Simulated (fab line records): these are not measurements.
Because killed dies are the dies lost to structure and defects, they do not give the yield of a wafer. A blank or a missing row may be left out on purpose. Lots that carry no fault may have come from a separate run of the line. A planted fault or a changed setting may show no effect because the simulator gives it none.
Which tool was responsible? | flow n5_finfet | 10 lots with 30 wafers sampled at 5 steps, on a route of 1938 steps

== WHAT EACH GAUGE READ, for each wafer ==
N5_HKMG_FIN_CD_MEAS_12: the cd target is 92.8 nm. Usual: cd_nm reads 93.0 nm (standard deviation 0.59).
lot  | measured    | on        | cd_nm (nm)     | flag
L982 | day 4 07:19 | cd_sem-03 | 92.3 92.3 92.0 |
L984 | day 4 18:57 | cd_sem-01 | 93.6 92.3 93.3 |
L985 | day 5 02:46 | cd_sem-02 | 93.7 93.2 92.6 |
L986 | day 5 08:50 | cd_sem-03 | 93.4 92.4 93.0 |
L987 | day 5 17:13 | cd_sem-02 | 93.5 92.8 91.9 |
L995 | day 7 13:40 | cd_sem-01 | 92.9 93.1 91.8 |
L996 | day 7 23:10 | cd_sem-03 | 93.3 92.8 93.3 |
L102 | day 9 12:26 | cd_sem-02 | 93.3 92.4 92.7 |
L103 | day 9 16:00 | cd_sem-01 | 92.8 92.3 92.5 |
L104 | day 9 23:05 | cd_sem-01 | 93.7 93.5 93.9 |

N5_HKMG_FIN_OVL_MEAS_13. Usual: NWFM_OVL -0.1 nm, standard deviation 0.78.
lot  | measured    | on         | NWFM_OVL (nm)  | flag
L982 | day 4 07:21 | overlay-02 | -0.5 -0.4 0.0  |
L984 | day 4 18:59 | overlay-02 | -1.4 0.0 -0.3  |
L985 | day 5 02:47 | overlay-01 | 0.5 0.1 1.0    |
L986 | day 5 08:52 | overlay-02 | 0.1 0.2 -0.3   |
L987 | day 5 17:15 | overlay-01 | -0.9 0.3 -0.3  |
L995 | day 7 13:42 | overlay-01 | 0.8 0.4 0.6    |
L996 | day 7 23:11 | overlay-01 | -1.6 -1.8 -1.4 |
L102 | day 9 12:28 | overlay-01 | 0.1 0.7 0.9    |
L103 | day 9 16:02 | overlay-01 | 0.1 1.3 0.9    |
L104 | day 9 23:07 | overlay-01 | -1.5 0.6 -0.6  |

N5_BEOL_M4_RC_MEAS_101. Usual: DIBL_N 36.2 mV/V, standard deviation 1.6; DIBL_P 36.5 mV/V, standard deviation 1.9; IOFF_N 0.158 nA/um, standard deviation 0.027; IOFF_P 0.21 nA/um, standard deviation 0.038; ION_N 675 uA/um, standard deviation 12; ION_P 464 uA/um, standard deviation 8.9; SS_N 71.5 mV/dec, standard deviation 0.61; SS_P 73.4 mV/dec, standard deviation 0.59; VT_N 250.4 mV, standard deviation 3; VT_P -250 mV, standard deviation 3.6.
lot  | measured     | on        | DIBL_N (mV/V)  | DIBL_P (mV/V)  | IOFF_N (nA/um)    | IOFF_P (nA/um) | ION_N (uA/um) | ION_P (uA/um) | SS_N (mV/dec)  | SS_P (mV/dec)  | VT_N (mV)         | VT_P (mV)      | flag
L982 | day 7 20:24  | prober-01 | 37.7 36.3 38.5 | 38.5 36.5 39.0 | 0.175 0.146 0.194 | 0.26 0.22 0.27 | 683 676 683   | 474 472 468   | 72.3 71.1 72.0 | 74.0 73.0 74.1 | 251.0 251.9 247.4 | -247 -250 -245 |
L984 | day 8 17:38  | prober-01 | 36.9 38.4 36.7 | 36.6 37.3 35.5 | 0.154 0.171 0.148 | 0.22 0.22 0.20 | 666 669 670   | 461 461 458   | 72.4 71.9 71.7 | 73.5 74.1 72.9 | 254.4 251.4 253.9 | -251 -252 -252 |
L985 | day 8 18:03  | prober-02 | 34.7 36.7 35.4 | 34.0 37.3 35.1 | 0.134 0.164 0.147 | 0.16 0.21 0.17 | 658 661 650   | 450 457 446   | 70.6 71.9 71.8 | 72.6 73.3 72.7 | 253.2 253.0 254.2 | -257 -250 -256 |
L986 | day 9 00:47  | prober-02 | 37.8 37.4 35.7 | 36.5 37.5 34.7 | 0.156 0.165 0.122 | 0.20 0.21 0.17 | 672 676 653   | 455 462 452   | 70.3 71.3 70.5 | 73.7 73.5 72.9 | 252.7 248.5 254.3 | -250 -248 -253 |
L987 | day 9 10:29  | prober-01 | 37.8 38.4 39.3 | 37.8 38.4 39.3 | 0.168 0.180 0.192 | 0.21 0.22 0.24 | 684 689 680   | 461 461 463   | 72.0 71.5 71.3 | 73.6 74.4 74.3 | 253.7 249.0 251.1 | -250 -250 -253 |
L995 | day 11 15:15 | prober-01 | 36.2 39.3 38.4 | 37.1 40.7 39.7 | 0.157 0.232 0.198 | 0.25 0.31 0.31 | 685 699 686   | 473 480 474   | 70.6 72.4 71.0 | 73.1 74.5 74.5 | 247.2 243.7 244.2 | -246 -241 -240 |
L996 | day 12 11:15 | prober-02 | 37.1 38.5 34.4 | 37.4 39.3 34.7 | 0.173 0.206 0.120 | 0.23 0.26 0.17 | 671 692 666   | 463 472 460   | 72.1 72.1 70.2 | 73.3 73.4 72.3 | 249.0 246.0 255.4 | -249 -246 -254 |
L102 | day 13 14:35 | prober-02 | 35.7 36.8 35.6 | 35.7 38.1 36.5 | 0.158 0.175 0.165 | 0.18 0.23 0.20 | 677 666 677   | 459 457 468   | 71.2 71.6 71.4 | 72.7 73.8 72.8 | 248.8 247.5 248.2 | -254 -250 -251 |
L103 | day 14 08:34 | prober-02 | 35.0 34.2 32.9 | 34.8 34.5 33.3 | 0.149 0.141 0.116 | 0.22 0.22 0.19 | 664 686 666   | 463 482 469   | 71.1 70.4 71.3 | 72.8 73.0 73.1 | 250.4 249.9 252.7 | -248 -248 -251 |
L104 | day 14 01:01 | prober-01 | 38.4 36.2 36.0 | 38.9 36.3 35.3 | 0.223 0.157 0.158 | 0.30 0.23 0.21 | 690 666 675   | 478 461 461   | 73.0 71.9 71.6 | 74.6 73.7 72.9 | 246.9 252.2 252.8 | -245 -248 -252 |

== WHAT TOOL EACH LOT RAN ON (gives the tool, then ch and the chambers of the sampled wafers, and finally the start) ==
lot  | N5_HKMG_FIN_COAT_85               | N5_HKMG_FIN_STRIP_89
L982 | litho_track-04 ch 0, day 4 08:40  | rie_diel-05 ch 1,2, day 4 08:47
L984 | litho_track-03 ch 0, day 4 20:17  | rie_diel-05 ch 2,3, day 4 20:25
L985 | litho_track-01 ch 0, day 5 04:07  | rie_diel-02 ch 1,2,3, day 5 04:14
L986 | litho_track-01 ch 0, day 5 10:17  | rie_diel-05 ch 0,3, day 5 10:25
L987 | litho_track-03 ch 0, day 5 18:34  | rie_diel-04 ch 0,1,2, day 5 18:44
L995 | litho_track-03 ch 0, day 7 15:06  | rie_diel-04 ch 0,1,3, day 7 15:14
L996 | litho_track-03 ch 0, day 8 00:30  | rie_diel-04 ch 3, day 8 00:48
L102 | litho_track-04 ch 0, day 9 13:50  | rie_diel-02 ch 0,1,2, day 9 14:18
L103 | litho_track-04 ch 0, day 9 17:20  | rie_diel-05 ch 0,3, day 9 17:28
L104 | litho_track-01 ch 0, day 10 00:25 | rie_diel-05 ch 1,3, day 10 00:41
- N5_HKMG_FIN_COAT_85: time 60 s, resist thk 300 nm.
- N5_HKMG_FIN_STRIP_89: strips SOC in N2/H2, time 20 s.

== WHAT THE TOOLS THEMSELVES READ (means of the sampled wafers that have a number; where no wafer has one, the mark that the record gives instead) ==
N5_HKMG_FIN_COAT_85. Usual: spin_speed_rpm reads 1499.9 rpm (standard deviation 0.94).
lot  | tool           | spin_speed_rpm (rpm) | flag
L982 | litho_track-04 | 1499.7               |
L984 | litho_track-03 | 1500.2               |
L985 | litho_track-01 | 1499.9               |
L986 | litho_track-01 | 1500.2               |
L987 | litho_track-03 | 1500.3               |
L995 | litho_track-03 | 1539.3               | OFF
L996 | litho_track-03 | 1539.9               | OFF
L102 | litho_track-04 | 1500.0               |
L103 | litho_track-04 | 1499.5               |
L104 | litho_track-01 | 1500.3               |

N5_HKMG_FIN_STRIP_89. Usual: bias_power_w is 8.000 W with standard deviation 0.027, drypump_motor_current_A is 5.8 A with standard deviation 0.45, oes_product_au is 0.81 a.u. with standard deviation 0.098, power_w is 500.0 W with standard deviation 1.5, rf_vpp_V is 54.3 V with standard deviation 0.86, showerhead_plenum_p_Torr is 3.39 Torr with standard deviation 0.11, and throttle_valve_pct is 18.92 % with standard deviation 0.29.
lot  | tool        | bias_power_w (W) | drypump_motor_current_A (A) | oes_product_au (a.u.) | power_w (W) | rf_vpp_V (V) | showerhead_plenum_p_Torr (Torr) | throttle_valve_pct (%) | flag
L982 | rie_diel-05 | 7.989            | 6.3                         | 0.79                  | 499.9       | 53.4         | 3.43                            | 19.33                  |
L984 | rie_diel-05 | 7.985            | 6.1                         | 0.79                  | 499.8       | 53.9         | 3.52                            | 19.24                  |
L985 | rie_diel-02 | 7.990            | 5.7                         | 0.82                  | 500.2       | 54.7         | 3.47                            | 18.85                  |
L986 | rie_diel-05 | 8.012            | 5.4                         | 0.96                  | 500.4       | 54.4         | 3.50                            | 18.86                  |
L987 | rie_diel-04 | 8.008            | 5.5                         | 0.78                  | 500.1       | 54.8         | 3.35                            | 18.63                  |
L995 | rie_diel-04 | 8.020            | 5.7                         | 0.76                  | 500.9       | 54.1         | 3.39                            | 18.71                  |
L996 | rie_diel-04 | 7.999            | 6.5                         | 0.72                  | 498.8       | 55.7         | 3.46                            | 19.06                  |
L102 | rie_diel-02 | 8.009            | 5.8                         | 0.79                  | 501.0       | 53.5         | 3.37                            | 18.85                  |
L103 | rie_diel-05 | 7.994            | 5.4                         | 0.88                  | 497.3       | 54.6         | 3.48                            | 18.92                  |
L104 | rie_diel-05 | 8.012            | 5.3                         | 0.86                  | 499.5       | 54.5         | 3.47                            | 18.93                  |

== THE ANSWER, worked out from the rows above alone ==
Rule: lot off if the mean of its wafers having a number is beyond 3 standard deviations from the usual mean. A lot without any number at a reading at which 4 lots or more have one is off too. All remaining lots with rows at the step are treated as sound. The gauges are gone through in route order, then the tools' own readings, and for those a lot's mean is taken as printed above. The first step at which some lot is off is used, and at that step the reading that is off furthest; a lot without a number counts as furthest.
Off: L995, L996, at N5_HKMG_FIN_COAT_85 (spin_speed_rpm).
A tool fits if, at that step or a process step before it, it ran every lot that is off, and no sound lot after the first of them. One candidate fits, namely litho_track-03 at N5_HKMG_FIN_COAT_85. Its last sound lot is L987 (day 5 18:34), its first lot that is off L995 (day 7 15:06): a fault that began between those two fits.
The tool's own readings at N5_HKMG_FIN_COAT_85 bear it out: on the lots that are off they differ by more than 5 times the standard deviation of the sound lots' means. spin_speed_rpm reads 1539.6 rpm there against 1500.0 rpm on the sound lots.

== WHAT WAS PUT IN BY THE SIMULATOR ==
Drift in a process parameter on litho_track-03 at N5_HKMG_FIN_COAT_85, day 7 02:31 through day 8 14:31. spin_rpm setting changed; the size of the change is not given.
Shown lots that were struck: L995, L996. The rule above reached the same finding.
